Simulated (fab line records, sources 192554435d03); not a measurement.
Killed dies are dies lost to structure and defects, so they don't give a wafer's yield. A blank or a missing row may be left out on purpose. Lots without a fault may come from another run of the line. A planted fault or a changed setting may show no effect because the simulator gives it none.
fab line records | flow n5_finfet
record lots=9 wafers=27 last_day=17
route steps=1938 shown BEOL_M4@1111 BEOL_M7@1302 BEOL_M8@1332 PASSIVATION@1936
lots that met no fault: from a run of the same line without faults
start_h: hours from the record's first day to the start of the lot's first wafer shown | wait_h: hours since the lot's step before | " the same as in the row above | L1.1+2: a row that stands for several wafers | - no value, or no start given | * or withheld: withheld | < > ~ a bound
route shown NAME@n: a module of which the file shows steps, and the number in the route of the first | usual: mean/standard deviation of fault-free wafers | same: alike in all rows | chamber/n: place in a boat | sites: the reading at each site | _std_site: their standard deviation | _edge_site: outer sites' mean less inner sites' | radius_mm: how far each site lies from the wafer's centre | mask NAME#n: copy n | behind: the tool/chamber that last shaped the wafer | hold: why the lot was held/for how many hours/how that ended | device: the transistor (n, p or np) that didn't switch | end of line: the same wafers' tests at the end of the route | a step without rows: its recipe alone | killed: dies lost to structure and defects at the first sort, not the wafer's yield | map: a wafer's dies, x killed, . not, _ none there
set.NAME: the setting as run; set.NAME@STEP: as run at that earlier step | model.NAME: the simulator's own value behind a step, which no gauge read
steps of the route over a sample of lots; a table a step, a row a wafer
services: from which hour (start_h, from the record's first day; less than 0 if before it) a tool's chamber was out of use, for how many hours, and why
## steps
# step N5_BEOL_M4_RC_MEAS_101
# usual DIBL_N=36.6/2.1 DIBL_P=36.3/2.2 IOFF_N=0.16/0.036 IOFF_P=0.21/0.038 ION_N=671/12 ION_P=460/7.5 SS_N=71.8/0.72 SS_P=73.3/0.72 VT_N=250/3.2 VT_P=-250/3.5
# columns lot.wafer tool chamber start_h wait_h DIBL_N[mV/V] DIBL_P[mV/V] IOFF_N[nA/um] IOFF_P[nA/um] ION_N[uA/um] ION_P[uA/um] SS_N[mV/dec] SS_P[mV/dec] VT_N[mV] VT_P[mV]
L516.1 prober-01 0 181.14 0.0 36.6 35.8 0.18 0.21 674 458 71.9 73.5 249 -251
L516.2 " 0 " " 34.7 33.8 0.14 0.18 670 463 71.7 73.2 250 -254
L516.5 " 0 " " 35.2 33.3 0.14 0.17 664 452 71.7 72.9 251 -253
L518.1 prober-01 0 192.08 0.0 37.5 36.5 0.18 0.23 673 463 71.3 73.2 247 -248
L518.2 " 0 " " 38.7 37.5 0.21 0.27 697 474 72.4 73.8 246 -245
L518.4 " 0 " " 39.7 39.3 0.24 0.32 686 464 72.7 74.3 242 -242
L520.1 prober-02 0 212.55 0.0 38.0 36.7 0.17 0.23 659 459 72.0 73.5 249 -247
L520.3 " 0 " " 39.1 37.5 0.18 0.24 674 465 72.2 73.8 248 -248
L520.6 " 0 " " 40.2 38.5 0.21 0.26 673 461 72.8 73.4 245 -247
L526.4 prober-01 0 242.73 0.5 40.5 39.9 0.23 0.26 696 469 72.1 74.7 244 -249
L526.5 " 0 " " 42.0 42.1 0.27 0.30 694 470 73.8 74.8 246 -244
L526.6 " 0 " " 40.0 37.6 0.20 0.21 666 452 73.2 73.8 249 -251
L527.2 prober-01 0 243.35 0.7 34.3 34.3 0.13 0.17 644 444 72.1 73.3 256 -256
L527.4 " 0 " " 35.9 36.8 0.16 0.21 667 463 71.9 72.9 250 -252
L527.6 " 0 " " 36.2 37.5 0.17 0.22 673 458 72.4 73.7 246 -251
L532.1 prober-01 0 279.65 0.0 37.1 38.6 0.14 0.21 657 457 71.7 74.2 252 -251
L532.3 " 0 " " 36.6 35.5 0.13 0.16 653 443 71.6 73.5 254 -257
L532.4 " 0 " " 35.7 35.3 0.12 0.16 648 447 71.1 72.5 255 -254
L534.2 prober-01 0 290.95 0.2 37.2 35.3 0.16 0.24 658 456 72.2 73.5 251 -246
L534.3 " 0 " " 33.6 32.8 0.12 0.21 666 468 70.6 72.2 255 -249
L534.5 " 0 " " 34.7 33.9 0.14 0.21 667 469 70.3 72.7 247 -246
L535.1 prober-01 0 299.79 0.0 36.2 34.9 0.14 0.17 672 461 71.9 72.5 251 -255
L535.2 " 0 " " 36.7 35.4 0.14 0.19 673 463 71.5 73.0 250 -253
L535.3 " 0 " " 34.0 31.1 0.10 0.13 659 451 70.7 71.5 254 -258
L536.3 prober-02 0 300.27 0.3 35.4 34.1 0.15 0.20 671 462 70.7 73.4 250 -248
L536.4 " 0 " " 36.7 37.2 0.17 0.27 686 478 71.8 73.5 247 -245
L536.6 " 0 " " 36.5 36.3 0.16 0.23 678 467 71.5 74.0 249 -246
# step N5_BEOL_M7_ETCH_66
# recipe chemistry=N2/H2 target=SOC target_depth_a=800 overetch_a=160 mask_material=SiARC temp_c=40 time_s=120 ion_energy_ev=200 pressure_mtorr=30 source_w=840 bias_w=150 n2_flow_sccm=200 h2_flow_sccm=200
# usual chamber_pressure_mTorr=30.001/0.025 drypump_motor_current_A=5.73/0.3 h2_flow_sccm=200.0/0.56 oes_product_au=0.58/0.052 rf_vpp_V=523.8/2.7 showerhead_plenum_p_Torr=2.54/0.089 throttle_valve_pct=17.93/0.18
# same time_s=120
# columns lot.wafer tool chamber start_h wait_h chamber_pressure_mTorr drypump_motor_current_A h2_flow_sccm oes_product_au rf_hours_counter_h rf_vpp_V showerhead_plenum_p_Torr throttle_valve_pct
L516.1 rie_diel-03 1 207.13 0.0 30.043 6.21 199.5 0.53 199 519.8 2.42 18.05
L516.2 " 0 " " 29.961 5.41 200.7 0.55 206 524.5 2.52 18.11
L516.5 " 2 " " 30.008 5.57 199.4 0.68 - 529.1 2.71 17.61
L518.1 rie_diel-05 0 219.76 0.0 30.000 5.85 199.4 0.57 158 520.3 2.43 17.94
L518.2 " 3 " " 29.963 6.16 200.6 0.67 25 527.5 2.70 17.93
L518.4 " 0 " " 30.046 5.84 199.9 0.57 - 521.7 2.43 17.94
L520.1 rie_diel-03 1 237.62 0.0 30.005 6.24 201.3 0.53 210 520.1 2.42 18.08
L520.3 " 3 " " 30.036 5.24 200.5 0.55 198 524.5 2.53 18.03
L520.6 " 3 " " 30.023 5.26 200.1 0.56 - 523.3 2.53 18.06
L526.4 rie_diel-03 2 267.52 0.0 30.035 5.50 200.5 0.67 22 528.4 2.71 17.63
L526.5 " 2 " " 29.989 5.54 200.6 0.66 - 528.8 2.71 17.63
L526.6 " 3 " " 30.006 5.25 199.6 0.55 - 524.5 2.52 18.07
L527.2 rie_diel-03 2 271.36 0.0 30.011 5.54 199.9 0.66 24 529.2 2.71 17.64
L527.4 " 3 " " 30.012 5.24 199.1 0.55 211 521.8 2.52 18.07
L527.6 " 2 " " 29.980 5.53 199.5 0.67 - 528.7 2.71 17.64
L532.1 rie_diel-05 1 302.83 0.0 30.002 5.71 199.1 0.54 201 522.7 2.51 17.56
L532.3 " 3 " " 30.040 6.16 199.1 0.64 53 527.9 2.69 17.99
L532.4 " 2 " " 29.978 5.59 200.4 0.63 80 524.4 2.57 17.67
L534.2 rie_diel-06 0 317.05 0.0 30.032 5.83 201.2 0.53 191 523.0 2.51 18.04
L534.3 " 1 " " 29.953 5.91 199.6 0.54 214 526.5 2.63 18.02
L534.5 " 1 " " 30.014 5.92 200.1 0.54 - 526.3 2.63 18.02
L536.3 rie_diel-05 3 327.16 0.0 30.008 6.13 199.8 0.64 58 526.5 2.69 17.98
L536.4 " 2 " " 30.002 5.58 200.0 0.62 88 523.4 2.57 17.69
L536.6 " 1 " " 30.002 5.76 200.6 0.53 - 524.0 2.50 17.59
L535.1 rie_diel-03 2 327.21 0.0 29.997 5.55 200.2 0.66 41 528.8 2.70 17.66
L535.2 " 0 " " 29.973 5.34 199.1 0.53 246 522.4 2.51 18.18
L535.3 " 1 " " 30.024 6.25 200.0 0.52 240 520.4 2.41 18.13
# step N5_BEOL_M7_CURE_75
# recipe temp_c=370 time_s=120 ambient=DMADMS/He material=SiCOH_lowk
# usual lamp_power_pct=52.31/0.048 wafer_temp_C_max=371.9/0.51
# same time_s=120
# columns lot.wafer tool chamber start_h wait_h lamp_power_pct wafer_temp_C_max
L516.1 uv_cure-03 2 207.81 0.2 52.34 371.9
L516.2 " 2 " " 52.33 372.2
L516.5 " 2 " " 52.34 371.6
L518.1 uv_cure-01 2 220.30 0.0 52.26 371.0
L518.2 " 2 " " 52.29 371.5
L518.4 " 2 " " 52.40 370.8
L520.1 uv_cure-03 2 238.43 0.3 52.16 371.8
L520.3 " 2 " " 52.37 371.5
L520.6 " 2 " " 52.37 371.8
L526.4 uv_cure-01 1 268.31 0.3 52.29 373.5
L526.5 " 1 " " 52.30 372.1
L526.6 " 1 " " 52.29 373.3
L527.2 uv_cure-01 0 272.01 0.1 52.40 371.8
L527.4 " 0 " " 52.29 372.1
L527.6 " 0 " " 52.33 371.9
L532.1 uv_cure-01 0 303.38 0.0 52.34 372.7
L532.3 " 0 " " 52.35 373.1
L532.4 " 0 " " 52.28 372.6
L534.2 uv_cure-03 2 317.65 0.1 52.30 372.0
L534.3 " 2 " " 52.32 372.0
L534.5 " 2 " " 52.31 371.5
L536.3 uv_cure-03 2 327.91 0.2 52.26 371.9
L536.4 " 2 " " 52.36 372.3
L536.6 " 2 " " 52.34 372.0
L535.1 uv_cure-01 2 327.96 0.2 52.26 371.7
L535.2 " 2 " " 52.33 372.4
L535.3 " 2 " " 52.31 371.5
# step N5_BEOL_M7_SPUTTER_48
# recipe material=Cu target_thk_a=100 temp_c=-20 bias_v=60 power_w=26000 chamber_pressure_pa=0.13 time_s=1.667
# usual bias_v=60.0/0.64 cathode_dc_power_W=26000/4.4 chamber_pressure_pa=0.12994/0.00026 throttle_valve_pct=29.9/0.94 time_s=1.667/0
# columns lot.wafer tool chamber start_h wait_h bias_v cathode_dc_power_W chamber_pressure_pa throttle_valve_pct time_s
L516.1 pvd_sputter-02 - 209.11 0.1 59.9 26000 0.12988 28.4 1.667
L516.2 " - " " 59.8 25995 0.1297 29.9 1.667
L516.5 " - " " 60.8 26005 0.13021 31.3 1.667
L518.1 pvd_sputter-03 - 222.69 0.1 59.6 26001 0.12969 29.2 1.667
L518.2 " - " " 59.6 26003 0.12996 30.9 1.667
L518.4 " - " " 60.2 25999 0.12958 29.9 1.667
L520.1 pvd_sputter-03 - 239.39 0.1 60.4 25999 0.13021 30.0 1.667
L520.3 " - " " 59.0 26000 0.12954 30.7 1.667
L520.6 " - " " 60.6 26006 0.12984 29.3 1.667
L526.4 pvd_sputter-02 - 269.08 0.0 - - - - -
L526.5 " - " " - - - - -
L526.6 " - " " - - - - -
L527.2 pvd_sputter-03 - 275.00 0.1 - - - - -
L527.4 " - " " - - - - -
L527.6 " - " " - - - - -
L532.1 pvd_sputter-03 - 304.32 0.1 59.8 26000 0.12987 30.1 1.667
L532.3 " - " " 60.7 25999 0.13025 29.2 1.667
L532.4 " - " " 60.2 26005 0.13009 30.6 1.667
L534.2 pvd_sputter-01 - 319.43 0.2 59.5 26008 0.12973 30.9 1.667
L534.3 " - " " 60.1 26001 0.13003 30.5 1.667
L534.5 " - " " 59.5 26004 0.13024 27.9 1.667
L536.3 pvd_sputter-03 - 329.45 0.2 60.6 25999 0.12996 29.2 1.667
L536.4 " - " " 60.8 25993 0.12937 30.6 1.667
L536.6 " - " " 59.5 25997 0.13023 30.0 1.667
L535.1 pvd_sputter-01 - 330.69 0.9 59.8 25998 0.13028 30.4 1.667
L535.2 " - " " 59.6 26007 0.12998 28.0 1.667
L535.3 " - " " 59.7 25993 0.13017 29.9 1.667
# step N5_BEOL_M7_CMP_52
# recipe stop_on=SiCOH_lowk t_overpolish_s=6.9 down_force_psi=1 platen_rpm=50 clearing_platen_down_force_psi=1.5 clearing_platen_rpm=50 post_cmp_clean=cu_alkaline target_thk_nm=80 clearing_platen_pad_velocity_m_s=0.99484 pad_velocity_m_s=0.99484
# usual motor_current_A=5.9/0.55 time_to_endpoint_s=64.1/2.8
# columns lot.wafer tool chamber start_h wait_h motor_current_A time_to_endpoint_s
L516.1 cmp-02 1 210.18 0.3 6.8 66.4
L516.2 " 2 " " 6.4 62.7
L516.5 " 2 " " 6.5 63.1
L518.2 cmp-04 0 223.21 0.2 6.5 63.3
L518.1 " 1 " " 5.5 63.7
L518.4 " 2 " " 6.1 68.0
L520.3 cmp-02 2 240.00 0.2 6.4 68.2
L520.1 " 0 " " 5.9 66.8
L520.6 " 3 " " 5.7 64.1
L526.4 cmp-01 3 270.67 0.2 5.8 0.6
L526.5 " 2 " " 5.1 2.1
L526.6 " 3 " " 5.7 2.9
L527.4 cmp-02 3 275.56 0.2 6.0 4.8
L527.2 " 0 " " 6.3 3.2
L527.6 " 3 " " 5.6 3.4
L532.3 cmp-02 0 304.84 0.2 6.3 61.3
L532.1 " 2 " " 6.2 65.5
L532.4 " 3 " " 6.1 62.2
L534.3 cmp-04 1 320.01 0.2 6.1 56.9
L534.2 " 2 " " 5.9 59.8
L534.5 " 3 " " 5.3 61.4
L536.4 cmp-01 2 330.01 0.2 5.5 68.1
L536.3 " 0 " " 5.1 63.2
L536.6 " 1 " " 4.8 70.6
L535.2 cmp-01 1 331.26 0.2 4.9 67.5
L535.3 " 2 " " 5.1 63.2
L535.1 " 3 " " 5.6 63.2
# step N5_BEOL_M8_ILD_DEP_00
# recipe material=SiCOH_lowk target_thk_a=1797.5 temp_c=300 precursor=DEMS/porogen pressure_torr=5 rf_w=500 time_s=33.4
# usual heater_power_w=309/34 showerhead_plenum_p_Torr=5.732/0.011 throttle_valve_pct=13.7/0.81
# same time_s=33.4
# columns lot.wafer tool chamber start_h wait_h heater_power_w showerhead_plenum_p_Torr throttle_valve_pct
L516.1 pecvd-04 1 210.67 0.0 277 5.724 13.6
L516.2 " 2 " " 293 5.733 14.1
L516.5 " 0 " " 290 5.723 15.1
L518.1 pecvd-04 2 223.70 0.0 255 5.730 13.9
L518.2 " 0 " " 299 5.740 14.9
L518.4 " 0 " " 306 5.716 14.9
L520.1 pecvd-02 2 240.49 0.0 306 5.718 12.3
L520.3 " 1 " " 379 5.741 14.3
L520.6 " 1 " " 390 5.716 14.4
L532.1 pecvd-02 0 305.33 0.0 306 5.728 13.1
L532.3 " 2 " " 261 5.714 12.7
L532.4 " 2 " " 271 5.721 12.6
L534.2 pecvd-04 2 320.42 0.0 278 5.721 12.7
L534.3 " 0 " " 294 5.716 15.4
L534.5 " 1 " " 319 5.712 14.0
L536.3 pecvd-04 2 330.46 0.0 309 5.737 12.6
L536.4 " 0 " " 324 5.734 15.2
L536.6 " 1 " " 323 5.731 13.8
L535.1 pecvd-04 2 331.74 0.0 256 5.738 12.7
L535.2 " 1 " " 324 5.726 14.1
L535.3 " 0 " " 284 5.736 15.3
# step N5_PASSIVATION_PROBE_49
# usual defect_limited_yield=91.1/1.4 killed_at_M0_to_M3=33/9.1 killed_at_M4_up=14/5.6 killed_at_contacts=13/5.7 killed_at_front_end=42/12 killed_at_other=4/3 killed_dies=105/16 killed_on_rim=13/4 killed_open=69/11 killed_short=34/7.5 sort_bin_5_function=5.2/0.91 sort_bin_6_memory=3.3/0.64 sort_n_pass=1075/16 sort_yield_pct=91.1/1.4
# same gross_dies=1180 killed_at_back_side=0 sort_bin_4_leakage[%]=0 sort_bin_8_speed[%]=0
# columns lot.wafer tool chamber start_h wait_h defect_limited_yield[%] killed_at_M0_to_M3 killed_at_M4_up killed_at_contacts killed_at_front_end killed_at_other killed_dies killed_on_rim killed_open killed_short sort_bin_5_function[%] sort_bin_6_memory[%] sort_n_pass sort_yield_pct[%]
L518.1 prober-01 - 296.94 0.0 90.0 31 14 31 33 9 118 13 75 43 5.8 3.9 1062 90.0
L518.2 prober-01 - 296.99 0.1 91.4 34 19 13 31 4 101 12 66 34 4.9 3.4 1079 91.4
L518.4 prober-01 - 297.09 0.2 90.5 53 12 9 31 7 112 16 69 42 5.0 4.2 1068 90.5
L520.1 prober-01 - 311.01 0.2 92.3 37 12 11 30 1 91 14 64 25 4.4 3.1 1089 92.3
L520.3 prober-01 - 311.11 0.3 92.9 26 8 11 39 0 84 7 51 33 4.4 2.4 1096 92.9
L520.6 prober-01 - 311.26 0.4 89.6 32 10 8 68 5 123 15 80 43 6.0 4.0 1057 89.6
L526.4 prober-02 - 341.60 0.2 0 28 1084 14 51 3 1180 152 71 39 96.1 3.6 0 0
L526.5 prober-02 - 341.65 0.2 0 26 1106 10 35 3 1180 152 51 31 97.4 2.5 0 0
L526.6 prober-02 - 341.70 0.3 0 30 1105 6 39 0 1180 152 60 25 96.9 2.8 0 0
L527.2 prober-01 - 344.75 0.1 0 27 1056 24 66 7 1180 152 87 45 95.5 4.1 0 0
L527.4 prober-01 - 344.85 0.2 0 31 1071 32 44 2 1180 152 90 25 96.2 3.6 0 0
L527.6 prober-01 - 344.95 0.3 0 24 1064 28 62 2 1180 152 95 37 95.8 3.8 0 0
L532.1 prober-02 - 378.85 0.0 90.4 33 6 10 62 2 113 16 83 26 5.8 3.6 1067 90.4
L532.3 prober-02 - 378.95 0.1 89.7 53 11 17 38 3 122 15 91 27 6.2 4.0 1058 89.7
L532.4 prober-02 - 379.00 0.2 90.8 48 9 7 44 0 108 13 74 33 5.8 3.3 1072 90.8
# killed by level:class
L518.1 MOL_CONTACT_COAG:geometric_particle:open=27 BEOL_M0_SAQP:geometric_particle:short=13 BEOL_M4:geometric_particle:open=6 DUMMY_GATE:geometric_particle:open=5 BEOL_M2:geometric_particle:open=5 FIN_SAQP:geometric_particle:short=4 GATE_CUT:geometric_particle:open=4 MOL_CONTACT_COAG:geometric_particle:short=4
L518.2 BEOL_M4:geometric_particle:open=10 MOL_CONTACT_COAG:geometric_particle:open=9 BEOL_M3:geometric_particle:open=8 BEOL_M0_SAQP:geometric_particle:open=7 BEOL_M0_SAQP:geometric_particle:short=6 DUMMY_GATE:geometric_particle:open=5 MOL_CONTACT_COAG:geometric_particle:short=4 BEOL_M2:geometric_particle:open=4
L518.4 BEOL_M0_SAQP:geometric_particle:short=12 BEOL_M1:geometric_particle:open=10 BEOL_M2:geometric_particle:open=8 BEOL_M3:geometric_particle:open=8 FIN_SAQP:geometric_particle:short=7 MOL_CONTACT_COAG:geometric_particle:open=7 BEOL_M0_SAQP:geometric_particle:open=7 GATE_CUT:geometric_particle:short=6
L520.1 BEOL_M0_SAQP:geometric_particle:open=13 MOL_CONTACT_COAG:geometric_particle:open=9 STI_FIN_REVEAL:geometric_particle:open=8 BEOL_M0_SAQP:geometric_particle:short=8 FIN_SAQP:geometric_particle:open=5 DUMMY_GATE:geometric_particle:open=4 BEOL_M1:geometric_particle:open=4 BEOL_M2:geometric_particle:open=4
L520.3 FIN_SAQP:geometric_particle:short=9 BEOL_M0_SAQP:geometric_particle:open=8 STI_FIN_REVEAL:geometric_particle:open=6 MOL_CONTACT_COAG:geometric_particle:open=6 FIN_SAQP:geometric_particle:open=5 MOL_CONTACT_COAG:geometric_particle:short=5 BEOL_M1:geometric_particle:open=5 STARTING-WAFER:geometric_particle:short=5
L520.6 STI_FIN_REVEAL:geometric_particle:open=26 FIN_SAQP:geometric_particle:short=10 BEOL_M0_SAQP:geometric_particle:short=10 BEOL_M0_SAQP:geometric_particle:open=10 FIN_SAQP:geometric_particle:open=8 MOL_CONTACT_COAG:geometric_particle:open=6 STI_FIN_REVEAL:geometric_particle:short=5 DUMMY_GATE:geometric_particle:open=5
L526.4 BEOL_M7:area_sputter=540 BEOL_M7:area_ecd=530 MOL_CONTACT_COAG:geometric_particle:open=13 DUMMY_GATE:geometric_particle:open=9 FIN_SAQP:geometric_particle:short=8 STI_FIN_REVEAL:geometric_particle:open=6 BEOL_M0_SAQP:geometric_particle:short=6 BEOL_M1:geometric_particle:open=6
L526.5 BEOL_M7:area_sputter=562 BEOL_M7:area_ecd=536 MOL_CONTACT_COAG:geometric_particle:open=8 DUMMY_GATE:geometric_particle:open=6 BEOL_M0_SAQP:geometric_particle:short=6 STI_FIN_REVEAL:geometric_particle:open=5 GATE_CUT:geometric_particle:short=5 BEOL_M0_SAQP:geometric_particle:open=5
L526.6 BEOL_M7:area_ecd=553 BEOL_M7:area_sputter=542 BEOL_M3:geometric_particle:open=12 GATE_CUT:geometric_particle:short=8 DUMMY_GATE:geometric_particle:open=6 MOL_CONTACT_COAG:geometric_particle:open=6 BEOL_M2:geometric_particle:open=6 FIN_SAQP:geometric_particle:open=5
L527.2 BEOL_M7:area_ecd=534 BEOL_M7:area_sputter=514 STI_FIN_REVEAL:geometric_particle:open=22 MOL_CONTACT_COAG:geometric_particle:open=17 FIN_SAQP:geometric_particle:open=15 BEOL_M3:geometric_particle:open=12 STI_FIN_REVEAL:geometric_particle:short=8 MOL_CONTACT_COAG:geometric_particle:short=7
L527.4 BEOL_M7:area_ecd=550 BEOL_M7:area_sputter=514 MOL_CONTACT_COAG:geometric_particle:open=23 STI_FIN_REVEAL:geometric_particle:open=17 BEOL_M3:geometric_particle:open=15 FIN_SAQP:geometric_particle:open=10 MOL_CONTACT_COAG:geometric_particle:short=8 DUMMY_GATE:geometric_particle:open=5
L527.6 BEOL_M7:area_sputter=530 BEOL_M7:area_ecd=518 STI_FIN_REVEAL:geometric_particle:open=23 MOL_CONTACT_COAG:geometric_particle:open=20 FIN_SAQP:geometric_particle:short=13 BEOL_M4:geometric_particle:open=10 FIN_SAQP:geometric_particle:open=9 MOL_CONTACT_COAG:geometric_particle:short=8
L532.1 BEOL_M2:geometric_particle:open=20 FIN_SAQP:geometric_particle:open=18 FIN_SAQP:geometric_particle:short=10 MOL_CONTACT_COAG:geometric_particle:open=10 DUMMY_GATE:geometric_particle:open=9 STI_FIN_REVEAL:geometric_particle:open=5 GATE_CUT:geometric_particle:open=4 BEOL_M0_SAQP:geometric_particle:open=4
L532.3 BEOL_M2:geometric_particle:open=20 BEOL_M3:geometric_particle:open=19 FIN_SAQP:geometric_particle:open=16 MOL_CONTACT_COAG:geometric_particle:open=13 FIN_SAQP:geometric_particle:short=8 MOL_CONTACT_COAG:geometric_particle:short=4 BEOL_M3:geometric_particle:short=4 BEOL_M4:geometric_particle:open=4
L532.4 BEOL_M2:geometric_particle:open=21 FIN_SAQP:geometric_particle:open=11 FIN_SAQP:geometric_particle:short=8 BEOL_M3:geometric_particle:open=8 BEOL_M0_SAQP:geometric_particle:short=6 STI_FIN_REVEAL:geometric_particle:open=6 BEOL_M2:geometric_particle:short=6 DUMMY_GATE:geometric_particle:open=5
## services
# columns tool chamber start_h hours kind
cmp-01 - 186.22 4.1 pm
pecvd-02 1 195.84 18.6 repair
cmp-04 - 209.70 5.9 pm
rie_diel-03 2 214.25 38.8 repair
cmp-02 - 220.16 4.0 pm
uv_cure-01 - 226.58 28.1 pm
cmp-01 - 238.83 2.8 repair
cmp-02 - 243.49 2.6 repair
uv_cure-01 - 254.68 1.0 pm
pecvd-04 1 258.07 2.8 repair
uv_cure-03 - 269.52 7.5 pm
rie_diel-06 0 270.40 9.1 repair
rie_diel-05 2 270.47 12.0 repair
cmp-04 - 275.28 4.1 repair
pecvd-04 - 277.54 5.4 repair
uv_cure-01 - 284.06 7.5 pm
cmp-04 - 304.80 4.0 pm
cmp-02 - 306.34 4.8 pm
cmp-01 - 309.04 0.5 repair
rie_diel-05 3 312.55 6.6 repair
rie_diel-05 2 317.23 1.2 repair
pecvd-02 - 317.75 2.8 pm
cmp-02 - 323.75 10.4 pm
rie_diel-03 2 331.22 2.2 repair
## key
first_sign step=N5_BEOL_M7_SPUTTER_48 reading=tool_record direction=missing
effect step=N5_BEOL_M7_CMP_52 reading=time_to_endpoint_s direction=down sigmas=22 usual=* struck=*
effect step=N5_PASSIVATION_PROBE_49 reading=killed_at_M4_up direction=up sigmas=99+ usual=14 struck=1081
more_kills_born_at N5_BEOL_M7_SPUTTER_48@pvd_sputter-02=1644 N5_BEOL_M7_ECD_50@ecd_cu-01=1619 N5_BEOL_M7_ECD_50@ecd_cu-02=1602
met_at N5_BEOL_M7_SPUTTER_48
struck_lots L526,L527
later_rows_left_out L526.4,L526.5,L526.6,L527.2,L527.4,L527.6
not_acting_at N5_BEOL_M7_ETCH_66,N5_BEOL_M7_CURE_75,N5_BEOL_M8_ILD_DEP_00
onset_between 239.39 269.08
fault kind=skipped_step_whole tool=pvd_sputter-02,pvd_sputter-03 chamber=- onset_h=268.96 steps=N5_BEOL_M7_SPUTTER_48 scope=struck_lots_only
# later_rows_left_out: the simulator's readings of these wafers behind a module that went badly wrong aren't trusted and aren't shown, but for the sort
